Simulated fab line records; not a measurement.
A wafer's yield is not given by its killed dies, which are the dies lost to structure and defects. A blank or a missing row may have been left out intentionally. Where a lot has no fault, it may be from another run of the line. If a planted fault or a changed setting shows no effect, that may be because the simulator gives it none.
Matching of chambers | flow n5_finfet | 4 sister chambers for N5_BEOL_M12_VIA_ETCH_16 on rie_diel-01
The step etches SiOC in C4F8/O2/Ar, target depth 724.8 nm. 4 wafers are shown with their chamber, then 8 later ones without.

== WAFERS WITH THEIR CHAMBER ==
wafer  | chamber | throttle_valve_pct (%)
L081.3 | 3       | 24.54
L088.2 | 2       | 23.69
L088.3 | 0       | 23.91
L089.1 | 1       | 24.00

== WAFERS WITH NO CHAMBER GIVEN ==
wafer  | throttle_valve_pct (%)
L089.2 | 24.56
L089.4 | 23.92
L092.3 | 24.58
L092.4 | 23.92
L092.5 | 24.00
L095.3 | 23.70
L095.4 | 23.91
L095.5 | 24.02

== THE CHAMBER EACH PASSED THROUGH ==
wafer  | from the rows above | in truth
L089.2 | 3                   | 3
L089.4 | 0                   | 0
L092.3 | 3                   | 3
L092.4 | 0                   | 0
L092.5 | 1                   | 1
L095.3 | 2                   | 2
L095.4 | 0                   | 0
L095.5 | 1                   | 1
Placed correctly: 8 of 8. Can't be placed from these rows: 0. Wrongly placed: 0.
How it was worked out, from the rows above alone: a wafer's distance from a chamber is the root of the sum, over the readings, of the square of ((its reading less the chamber's mean) divided by the reading's scatter). If the next closest chamber is less than 2 further off than the closest, the wafer can't be placed; otherwise it belongs to the closest. The mean given for a chamber averages the wafers shown for that chamber. The scatter: root of mean squared gap, hidden wafer to nearest shown wafer, with one shown wafer a chamber.
